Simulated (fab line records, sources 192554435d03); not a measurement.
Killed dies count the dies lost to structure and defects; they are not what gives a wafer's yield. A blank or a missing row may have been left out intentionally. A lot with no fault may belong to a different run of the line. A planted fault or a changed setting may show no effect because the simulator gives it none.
fab line records -- flow n5_finfet
record: lots: 6, wafers: 18, last_day: 17
route steps=1938 shown PMOS_HMC_CHANNEL_EPI@60 PASSIVATION@1936
lots untouched by any fault: they come from a run of this same line in which no faults occurred
start_h: hours from the record's first day to the start of the lot's first wafer shown -- wait_h: time in hours since the lot's previous step -- " same as the row above -- L1.1+2: one row covering several wafers at once -- - value missing, or start not given -- * or withheld: withheld -- < > ~ a bound
route shown NAME@n: a module of which the file shows steps, and the number in the route of the first -- usual: the fault-free wafers' mean and standard deviation -- same: alike in all rows -- chamber/n: place in a boat -- sites: readings site by site -- _std_site: standard deviation across them -- _edge_site: outer sites' mean less inner sites' -- radius_mm: how far each site lies from the wafer's centre -- mask NAME#n: copy n -- behind: the most recent tool/chamber to have shaped the wafer -- hold: reason for holding the lot/hours on hold/outcome of the hold -- device: transistor that didn't switch, given as n, p or np -- end of line: tests of these same wafers at the route's end -- where a step has no rows: the recipe by itself -- killed: at the first sort, the dies lost to defects and structure; wafer yield is something else -- map: a wafer's dies, marking killed ones x, the rest . and places with no die _
set.NAME: the setting that was run; set.NAME@STEP: the one run at that earlier step -- model.NAME: the simulator's own value behind a step, which no gauge read
a table for each step, a row for each wafer; lots at some steps of the route
services: from which hour (start_h, from the record's first day; less than 0 if before it) a tool's chamber was out of use, for how many hours, and why
== steps ==
step: N5_PMOS_HMC_CHANNEL_EPI_EBR_05
recipe: solvent: PGMEA, ebr_width_mm: 1.5
step: N5_PMOS_HMC_CHANNEL_EPI_SOFTBAKE_04
recipe: temp_c: 110, time_s: 60, resist: CAR-ArF-block
step: N5_PMOS_HMC_CHANNEL_EPI_EXPOSE_06
recipe: mask_id: PMOS_HMC_BLK, na: 1.35, source_shape: conventional, sigma_outer: 0.8, polarization: unpolarized, target_cd_nm: 240, dose_mj: 41
step: N5_PMOS_HMC_CHANNEL_EPI_PEB_07
recipe: peb_temp_c: 110, peb_time_s: 60, resist: CAR-ArF-block
step: N5_PMOS_HMC_CHANNEL_EPI_DEVELOP_08
recipe: develop_time_s: 30, developer: TMAH, resist: CAR-ArF-block, dev_temp_c: 23, rinse_liquid: diw, dry: air_spin
step: N5_PMOS_HMC_CHANNEL_EPI_CD_MEAS_09
recipe: target_cd_nm: 237.4, landing_energy_ev: 500, detector: se_inlens
usual: cd_nm: 236.8/1.3
lot.wafer,tool,chamber,start_h,wait_h,cd_nm
L562.1,cd_sem-01,0,17.29,-,238.2
L562.4,cd_sem-01,0,17.29,-,236.9
L562.6,cd_sem-01,0,17.29,-,237.0
L569.2,cd_sem-02,0,59.09,-,236.4
L569.4,cd_sem-02,0,59.09,-,236.3
L569.5,cd_sem-02,0,59.09,-,236.9
L570.1,cd_sem-03,0,65.12,-,238.4
L570.4,cd_sem-03,0,65.12,-,240.0
L570.6,cd_sem-03,0,65.12,-,238.2
L580.3,cd_sem-03,0,125.26,-,234.7
L580.4,cd_sem-03,0,125.26,-,235.1
L580.6,cd_sem-03,0,125.26,-,235.6
L582.3,cd_sem-01,0,136.94,-,238.8
L582.5,cd_sem-01,0,136.94,-,237.3
L582.6,cd_sem-01,0,136.94,-,237.5
L583.2,cd_sem-01,0,143.30,-,236.7
L583.4,cd_sem-01,0,143.30,-,234.8
L583.5,cd_sem-01,0,143.30,-,237.1
step: N5_PMOS_HMC_CHANNEL_EPI_OVL_MEAS_10
recipe: points_per_wafer: 44
usual: PMOS_HMC_BLK_OVL: 0.4/0.65
lot.wafer,tool,chamber,start_h,wait_h,PMOS_HMC_BLK_OVL[nm]
L562.1,overlay-02,0,17.32,0.0,1.6
L562.4,overlay-02,0,17.32,0.0,0.8
L562.6,overlay-02,0,17.32,0.0,1.2
L569.2,overlay-02,0,59.12,0.0,0.9
L569.4,overlay-02,0,59.12,0.0,0.8
L569.5,overlay-02,0,59.12,0.0,-0.1
L570.1,overlay-01,0,65.15,0.0,-0.3
L570.4,overlay-01,0,65.15,0.0,0.0
L570.6,overlay-01,0,65.15,0.0,0.4
L580.3,overlay-02,0,125.29,0.0,0.4
L580.4,overlay-02,0,125.29,0.0,1.1
L580.6,overlay-02,0,125.29,0.0,0.8
L582.3,overlay-01,0,136.97,0.0,0.8
L582.5,overlay-01,0,136.97,0.0,0.5
L582.6,overlay-01,0,136.97,0.0,-0.3
L583.2,overlay-01,0,143.32,0.0,0.8
L583.4,overlay-01,0,143.32,0.0,-1.0
L583.5,overlay-01,0,143.32,0.0,0.8
step: N5_PMOS_HMC_CHANNEL_EPI_INSPECT_11
recipe: mode: adi, inspect_instrument: macro
usual: raw_defect_count: 2.2/1.6
lot.wafer,tool,chamber,start_h,wait_h,raw_defect_count
L562.1,defect_inspect-01,-,17.34,0.0,4
L562.4,defect_inspect-01,-,17.34,0.0,2
L562.6,defect_inspect-01,-,17.34,0.0,0
L569.2,defect_inspect-01,-,59.14,0.0,5
L569.4,defect_inspect-01,-,59.14,0.0,1
L569.5,defect_inspect-01,-,59.14,0.0,2
L570.1,defect_inspect-02,-,65.17,0.0,2
L570.4,defect_inspect-02,-,65.17,0.0,7
L570.6,defect_inspect-02,-,65.17,0.0,0
L580.3,defect_inspect-01,-,125.31,0.0,5
L580.4,defect_inspect-01,-,125.31,0.0,1
L580.6,defect_inspect-01,-,125.31,0.0,5
L582.3,defect_inspect-01,-,136.99,0.0,2
L582.5,defect_inspect-01,-,136.99,0.0,2
L582.6,defect_inspect-01,-,136.99,0.0,1
L583.2,defect_inspect-01,-,143.35,0.0,5
L583.4,defect_inspect-01,-,143.35,0.0,2
L583.5,defect_inspect-01,-,143.35,0.0,1
step: N5_PMOS_HMC_CHANNEL_EPI_DESCUM_14
recipe: chemistry: O2, time_s: 7.9, source_power_w: 50, bias_power_w: 20, pressure_mtorr: 20, rf_frequency_hz: 2.712e+07, temp_c: 40, resist: CAR-ArF-block, o2_flow_sccm: 225
usual: drypump_motor_current_A: 5.8/0.41, oes_product_au: 0.80/0.076, rf_vpp_V: 243.2/1.4, showerhead_plenum_p_Torr: 2.10/0.069, temp_c: 40.00/0.13, throttle_valve_pct: 20.41/0.21
lot.wafer,tool,chamber,start_h,wait_h,drypump_motor_current_A,oes_product_au,rf_hours_counter_h,rf_vpp_V,showerhead_plenum_p_Torr,temp_c,throttle_valve_pct
L562.1,rie_diel-05,2,17.37,0.0,5.3,0.86,56,243.9,2.13,39.91,20.56
L562.4,rie_diel-05,3,17.37,0.0,6.2,0.76,172,246.0,2.16,40.04,20.25
L562.6,rie_diel-05,2,17.37,0.0,5.3,0.84,-,243.0,2.13,39.97,20.55
L569.2,rie_diel-04,0,59.17,0.0,5.1,0.80,122,244.1,2.10,40.00,20.28
L569.4,rie_diel-04,3,59.17,0.0,5.7,0.71,-,241.5,2.00,40.21,20.63
L569.5,rie_diel-04,0,59.17,0.0,5.1,0.79,-,242.9,2.10,40.18,20.27
L570.1,rie_diel-05,3,65.68,0.5,6.2,0.75,185,243.6,2.15,40.12,20.28
L570.4,rie_diel-05,1,65.68,0.5,6.1,0.83,74,242.2,2.04,39.94,20.47
L570.6,rie_diel-05,2,65.68,0.5,5.3,0.84,-,243.9,2.12,40.05,20.59
L580.3,rie_diel-01,2,125.35,0.0,5.2,0.83,79,241.9,2.05,39.86,20.56
L580.4,rie_diel-01,2,125.35,0.0,5.2,0.83,-,242.3,2.05,39.99,20.56
L580.6,rie_diel-01,1,125.35,0.0,6.3,0.88,-,243.1,2.03,39.81,20.01
L582.3,rie_diel-04,1,137.03,0.0,5.8,0.89,35,245.0,2.22,39.91,20.44
L582.5,rie_diel-04,1,137.03,0.0,5.8,0.89,-,246.0,2.22,39.95,20.44
L582.6,rie_diel-04,0,137.03,0.0,5.1,0.77,-,243.3,2.09,40.11,20.31
L583.2,rie_diel-05,2,143.38,0.0,5.3,0.81,97,241.8,2.11,40.21,20.60
L583.4,rie_diel-05,1,143.38,0.0,6.1,0.80,-,240.1,2.03,40.00,20.52
L583.5,rie_diel-05,2,143.38,0.0,5.3,0.81,-,243.1,2.11,40.19,20.61
step: N5_PMOS_HMC_CHANNEL_EPI_ETCH_32
recipe: chemistry: N2/H2, target: BARC, stop_on: SiO2, target_depth_a: 858, over_etch_frac: 0.3, time_s: 50.3, ion_energy_ev: 200, mask_material: CAR-ArF-block, pressure_mtorr: 30, source_w: 840, bias_w: 150, n2_flow_sccm: 200, h2_flow_sccm: 200
usual: drypump_motor_current_A: 5.8/0.41, oes_product_au: 0.68/0.063, rf_vpp_V: 524.0/2.4, showerhead_plenum_p_Torr: 2.54/0.089, throttle_valve_pct: 17.83/0.19
same: over_etch_frac: 0.3
lot.wafer,tool,chamber,start_h,wait_h,drypump_motor_current_A,oes_product_au,rf_hours_counter_h,rf_vpp_V,showerhead_plenum_p_Torr,throttle_valve_pct
L562.1,rie_diel-05,2,17.41,0.0,5.3,0.72,56,524.3,2.60,18.04
L562.4,rie_diel-05,3,17.41,0.0,6.2,0.64,172,526.6,2.64,17.88
L562.6,rie_diel-05,2,17.41,0.0,5.3,0.73,-,525.1,2.60,18.04
L569.2,rie_diel-04,0,59.21,0.0,5.1,0.67,122,526.0,2.53,17.59
L569.4,rie_diel-04,3,59.21,0.0,5.7,0.60,-,521.9,2.40,17.85
L569.5,rie_diel-04,0,59.21,0.0,5.1,0.66,-,523.2,2.53,17.59
L570.1,rie_diel-05,3,65.72,0.0,6.2,0.64,185,525.8,2.63,17.91
L570.4,rie_diel-05,1,65.72,0.0,6.1,0.71,74,520.4,2.46,17.80
L570.6,rie_diel-05,2,65.72,0.0,5.3,0.70,-,525.1,2.60,18.06
L580.3,rie_diel-01,2,125.38,0.0,5.2,0.71,79,519.9,2.46,17.87
L580.4,rie_diel-01,2,125.38,0.0,5.1,0.71,-,521.6,2.46,17.87
L580.6,rie_diel-01,1,125.38,0.0,6.3,0.75,-,523.5,2.49,17.65
L582.3,rie_diel-04,1,137.06,0.0,5.8,0.75,35,530.1,2.70,17.85
L582.5,rie_diel-04,1,137.06,0.0,5.9,0.75,-,528.7,2.70,17.84
L582.6,rie_diel-04,0,137.06,0.0,5.1,0.65,-,523.9,2.52,17.62
L583.2,rie_diel-05,2,143.42,0.0,5.3,0.68,97,524.3,2.59,18.11
L583.4,rie_diel-05,1,143.42,0.0,6.1,0.69,-,520.9,2.46,17.83
L583.5,rie_diel-05,2,143.42,0.0,5.3,0.68,-,524.8,2.59,18.10
step: N5_PMOS_HMC_CHANNEL_EPI_HM_OPEN_15
recipe: chemistry: CHF3/O2, target: SiO2, mask_material: CAR-ArF-block, target_depth_a: 406, CHF3_flow_sccm: 50, O2_flow_sccm: 5, Ar_flow_sccm: 200, time_s: 20.3, pressure_mtorr: 30, source_w: 650, bias_w: 170, ion_energy_ev: 200
usual: O2_flow_sccm: 4.999/0.016, drypump_motor_current_A: 5.8/0.41, oes_product_au: 0.79/0.077, rf_vpp_V: 521/10, showerhead_plenum_p_Torr: 2.41/0.073, throttle_valve_pct: 18.88/0.15
lot.wafer,tool,chamber,start_h,wait_h,O2_flow_sccm,drypump_motor_current_A,oes_product_au,rf_hours_counter_h,rf_vpp_V,showerhead_plenum_p_Torr,throttle_valve_pct
L562.1,rie_diel-05,2,17.45,0.0,4.988,5.3,0.85,56,543,2.44,18.97
L562.4,rie_diel-05,3,17.45,0.0,5.005,6.2,0.75,172,509,2.48,18.76
L562.6,rie_diel-05,2,17.45,0.0,4.968,5.3,0.84,-,542,2.44,18.96
L569.2,rie_diel-04,0,59.25,0.0,4.998,5.1,0.79,122,511,2.43,18.82
L569.4,rie_diel-04,3,59.25,0.0,4.992,5.7,0.70,-,521,2.29,18.95
L569.5,rie_diel-04,0,59.25,0.0,4.999,5.1,0.79,-,511,2.43,18.83
L570.1,rie_diel-05,3,65.76,0.0,4.995,6.2,0.74,185,506,2.47,18.79
L570.4,rie_diel-05,1,65.76,0.0,4.975,6.1,0.84,74,519,2.36,18.96
L570.6,rie_diel-05,2,65.76,0.0,5.022,5.3,0.83,-,541,2.43,18.99
L580.3,rie_diel-01,2,125.42,0.0,5.002,5.1,0.84,79,515,2.36,18.98
L580.4,rie_diel-01,2,125.42,0.0,4.999,5.2,0.84,-,513,2.36,18.97
L580.6,rie_diel-01,1,125.42,0.0,4.980,6.3,0.87,-,511,2.37,18.60
L582.3,rie_diel-04,1,137.10,0.0,5.001,5.8,0.88,35,526,2.55,18.88
L582.5,rie_diel-04,1,137.10,0.0,4.995,5.9,0.89,-,526,2.55,18.87
L582.6,rie_diel-04,0,137.10,0.0,5.005,5.1,0.78,-,510,2.42,18.87
L583.2,rie_diel-05,2,143.46,0.0,4.990,5.3,0.80,97,543,2.42,19.02
L583.4,rie_diel-05,1,143.46,0.0,4.976,6.1,0.80,-,518,2.35,19.02
L583.5,rie_diel-05,2,143.46,0.0,4.993,5.3,0.80,-,542,2.42,19.03
step: N5_PMOS_HMC_CHANNEL_EPI_STRIP_33
recipe: chemistry: N2/H2, power_w: 500, temp_c: 40, pressure_mtorr: 50, rf_frequency_hz: 6e+07, overash_fraction: 0.3, bias_power_w: 8, h2_frac: 0.5, n2_flow_sccm: 300, h2_flow_sccm: 300
usual: bias_power_w: 7.997/0.026, chamber_pressure_mTorr: 50.00/0.093, drypump_motor_current_A: 5.8/0.41, oes_product_au: 0.80/0.077, rf_vpp_V: 54.5/1.7, showerhead_plenum_p_Torr: 3.36/0.11, temp_c: 40.00/0.11, throttle_valve_pct: 18.85/0.29
lot.wafer,tool,chamber,start_h,wait_h,bias_power_w,chamber_pressure_mTorr,drypump_motor_current_A,oes_product_au,rf_hours_counter_h,rf_vpp_V,showerhead_plenum_p_Torr,temp_c,throttle_valve_pct
L562.1,rie_diel-05,2,17.51,0.0,7.984,49.95,5.3,0.86,56,54.6,3.44,39.97,19.00
L562.4,rie_diel-05,3,17.51,0.0,7.965,49.97,6.2,0.76,172,55.9,3.48,39.98,19.04
L562.6,rie_diel-05,2,17.51,0.0,7.952,49.97,5.3,0.85,-,57.2,3.43,40.01,19.01
L569.2,rie_diel-04,0,59.31,0.0,8.020,49.94,5.1,0.79,122,53.9,3.35,39.93,18.47
L569.4,rie_diel-04,3,59.31,0.0,7.947,49.99,5.7,0.70,-,54.4,3.17,39.99,18.77
L569.5,rie_diel-04,0,59.31,0.0,7.981,50.16,5.1,0.79,-,52.8,3.35,39.93,18.44
L570.1,rie_diel-05,3,65.81,0.0,8.043,50.05,6.2,0.75,185,53.6,3.47,39.90,19.06
L570.4,rie_diel-05,1,65.81,0.0,7.981,50.06,6.2,0.82,74,55.1,3.26,40.00,18.75
L570.6,rie_diel-05,2,65.81,0.0,7.996,49.93,5.3,0.83,-,52.3,3.43,40.18,19.04
L580.3,rie_diel-01,2,125.48,0.0,7.975,49.87,5.1,0.83,79,54.1,3.26,39.77,18.95
L580.4,rie_diel-01,2,125.48,0.0,7.979,50.00,5.2,0.84,-,56.4,3.26,39.93,18.95
L580.6,rie_diel-01,1,125.48,0.0,8.017,49.93,6.4,0.90,-,52.6,3.29,40.02,18.89
L582.3,rie_diel-04,1,137.16,0.0,8.034,50.01,5.8,0.89,35,53.8,3.56,40.03,18.83
L582.5,rie_diel-04,1,137.16,0.0,7.985,50.01,5.8,0.88,-,51.6,3.56,40.08,18.84
L582.6,rie_diel-04,0,137.16,0.0,7.985,50.00,5.1,0.78,-,54.3,3.34,39.97,18.50
L583.2,rie_diel-05,2,143.51,0.0,7.945,49.83,5.3,0.79,97,52.8,3.41,40.04,19.08
L583.4,rie_diel-05,1,143.51,0.0,8.006,49.85,6.1,0.80,-,54.1,3.25,39.88,18.81
L583.5,rie_diel-05,2,143.51,0.0,7.992,50.11,5.3,0.81,-,52.4,3.41,40.00,19.08
step: N5_PMOS_HMC_CHANNEL_EPI_STRIP_17
recipe: chemistry: SPM, time_s: 750, temp_c: 130, h2so4_h2o2_vol_ratio: 4, dry: ipa_marangoni
usual: bath_guard_temp_C: 130.0/0.56, bath_heat_duty_pct: 15.0/1.9, temp_c: 129.98/0.14
lot.wafer,tool,chamber,start_h,wait_h,bath_guard_temp_C,bath_heat_duty_pct,temp_c
L562.1,wet_bench-04,0,17.57,-,130.2,15.8,129.94
L562.4,wet_bench-04,4,17.57,-,131.2,15.2,129.95
L562.6,wet_bench-04,5,17.57,-,130.5,11.3,129.97
L569.2,wet_bench-04,0,59.37,-,-,-,-
L569.4,wet_bench-04,1,59.37,-,-,-,-
L569.5,wet_bench-04,6,59.37,-,-,-,-
L570.1,wet_bench-02,3,65.88,-,-,-,-
L570.4,wet_bench-02,1,65.88,-,-,-,-
L570.6,wet_bench-02,2,65.88,-,-,-,-
L580.3,wet_bench-03,2,125.55,-,131.1,15.7,129.85
L580.4,wet_bench-03,0,125.55,-,129.1,14.9,129.78
L580.6,wet_bench-03,4,125.55,-,130.3,16.9,129.75
L582.3,wet_bench-04,0,137.23,-,130.0,16.3,130.11
L582.5,wet_bench-04,1,137.23,-,129.4,13.8,129.97
L582.6,wet_bench-04,2,137.23,-,130.1,13.4,130.00
L583.2,wet_bench-02,7,143.58,-,129.3,15.8,130.20
L583.4,wet_bench-02,3,143.58,-,130.1,16.5,129.94
L583.5,wet_bench-02,4,143.58,-,131.0,15.5,130.18
step: N5_PMOS_HMC_CHANNEL_EPI_ETCH_38
recipe: chemistry: CF4, target: SiO2, target_depth_a: 15, ion_energy_ev: 350, pressure_mtorr: 10, icp_w: 800, bias_w: 400, cf4_flow_sccm: 80
usual: drypump_motor_current_A: 5.8/0.49, oes_product_au: 0.998/0.012, throttle_valve_pct: 21.69/0.26
lot.wafer,tool,chamber,start_h,wait_h,drypump_motor_current_A,oes_product_au,rf_hours_counter_h,throttle_valve_pct
L562.1,rie_si-03,2,17.81,0.0,5.0,1.017,89,21.70
L562.4,rie_si-03,3,17.81,0.0,6.3,0.990,202,21.51
L562.6,rie_si-03,1,17.81,0.0,5.4,0.991,-,21.41
L569.2,rie_si-03,1,59.61,0.0,5.4,0.985,186,21.41
L569.4,rie_si-03,2,59.61,0.0,5.0,1.018,-,21.70
L569.5,rie_si-03,0,59.61,0.0,5.7,0.994,-,21.97
L570.1,rie_si-03,2,66.12,0.0,5.0,1.016,89,21.71
L570.4,rie_si-03,1,66.12,0.0,5.4,0.985,-,21.42
L570.6,rie_si-03,0,66.12,0.0,5.7,1.015,-,21.96
L580.3,rie_si-02,3,125.78,0.0,6.1,1.004,32,21.50
L580.4,rie_si-02,1,125.78,0.0,5.3,0.974,195,21.98
L580.6,rie_si-02,0,125.78,0.0,5.4,0.998,-,21.20
L582.3,rie_si-02,2,137.46,0.0,5.7,0.990,105,21.79
L582.5,rie_si-02,3,137.46,0.0,6.1,1.019,-,21.49
L582.6,rie_si-02,2,137.46,0.0,5.7,0.984,-,21.80
L583.2,rie_si-03,1,143.82,0.0,5.4,0.986,187,21.43
L583.4,rie_si-03,0,143.82,0.0,5.7,1.010,99,21.97
L583.5,rie_si-03,0,143.82,0.0,5.7,1.020,-,21.97
step: N5_PASSIVATION_PROBE_49
usual: killed_at_M0_to_M3: 34/12, killed_at_M4_up: 12/4.9, killed_at_contacts: 13/7.2, killed_at_front_end: 39/12, killed_at_other: 3.7/2.9, killed_dies: 101/18, killed_open: 67/14, killed_short: 33/7.2
same: gross_dies: 1180, killed_at_back_side: 0
lot.wafer,tool,chamber,start_h,wait_h,killed_at_M0_to_M3,killed_at_M4_up,killed_at_contacts,killed_at_front_end,killed_at_other,killed_dies,killed_open,killed_short
L569.2,prober-02,-,321.73,0.1,30,21,17,60,5,133,94,39
L569.4,prober-02,-,321.83,0.2,30,10,21,56,3,120,77,42
L569.5,prober-02,-,321.88,0.2,31,18,17,61,6,133,87,45
killed by level:class
L569.2 FIN_SAQP:geometric_particle:open=24 MOL_CONTACT_COAG:geometric_particle:open=14 BEOL_M4:geometric_particle:open=9 GATE_CUT:geometric_particle:short=8 BEOL_M0_SAQP:geometric_particle:open=7 BEOL_M3:geometric_particle:open=7 BEOL_M0_SAQP:geometric_particle:short=6 BEOL_M2:geometric_particle:open=6
L569.4 FIN_SAQP:geometric_particle:open=19 MOL_CONTACT_COAG:geometric_particle:open=16 FIN_SAQP:geometric_particle:short=14 BEOL_M0_SAQP:geometric_particle:short=10 BEOL_M0_SAQP:geometric_particle:open=7 STI_FIN_REVEAL:geometric_particle:open=6 MOL_CONTACT_COAG:geometric_particle:short=5 BEOL_M3:geometric_particle:open=5
L569.5 STI_FIN_REVEAL:geometric_particle:open=14 MOL_CONTACT_COAG:geometric_particle:open=13 FIN_SAQP:geometric_particle:short=12 BEOL_M2:geometric_particle:open=11 FIN_SAQP:geometric_particle:open=8 DUMMY_GATE:geometric_particle:open=7 BEOL_M4:geometric_particle:short=6 BEOL_M0_SAQP:geometric_particle:short=5
== services ==
tool,chamber,start_h,hours,kind
rie_diel-04,1,-6.00,-,clean
rie_diel-04,1,-6.00,-,consumable_replace:focus_ring
rie_diel-04,1,-6.00,-,consumable_replace:showerhead
rie_diel-04,1,-6.00,27.0,scheduled_down
rie_diel-04,1,-6.00,27.0,vent_cycle
rie_diel-05,0,-5.69,2.6,repair
rie_diel-05,3,36.92,2.7,repair
wet_bench-02,-,40.65,4.4,pm
rie_diel-04,1,56.27,4.2,repair
rie_si-03,3,58.88,6.8,repair
rie_diel-05,-,60.59,0.6,repair
wet_bench-03,-,61.71,2.2,repair
rie_si-03,0,70.48,7.0,repair
rie_diel-04,0,80.56,7.8,repair
rie_diel-01,-,98.51,2.8,pm
rie_diel-01,3,111.79,13.2,repair
rie_diel-04,2,120.94,-,clean
rie_diel-05,0,123.19,-,clean
rie_diel-05,0,123.19,-,consumable_replace:focus_ring
rie_diel-05,0,123.19,28.3,scheduled_down
rie_diel-05,0,123.19,28.3,vent_cycle
rie_diel-01,0,123.46,131.8,repair
rie_diel-05,1,126.84,5.4,repair
rie_si-02,1,129.08,9.9,repair
== key ==
first_sign: step: N5_PMOS_HMC_CHANNEL_EPI_STRIP_17, reading: tool_record, direction: missing
effect none on later readings
met_at N5_PMOS_HMC_CHANNEL_EPI_STRIP_17
struck_wafers L569.2,L569.4,L569.5,L570.1,L570.4,L570.6
tester_left_out L569,L570
onset_between 17.57 59.37
fault: kind: skipped_step_whole, tool: wet_bench-02,wet_bench-04, chamber: -, onset_h: 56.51, steps: N5_PMOS_HMC_CHANNEL_EPI_STRIP_17, scope: struck_lots_only
tester_left_out: of these lots the tester's yield and bins aren't shown, on N5 and GAA mostly nor the transistor test; their killed dies are dies lost to structure and defects alone, not to doping, threshold or leakage, so they don't give the yield
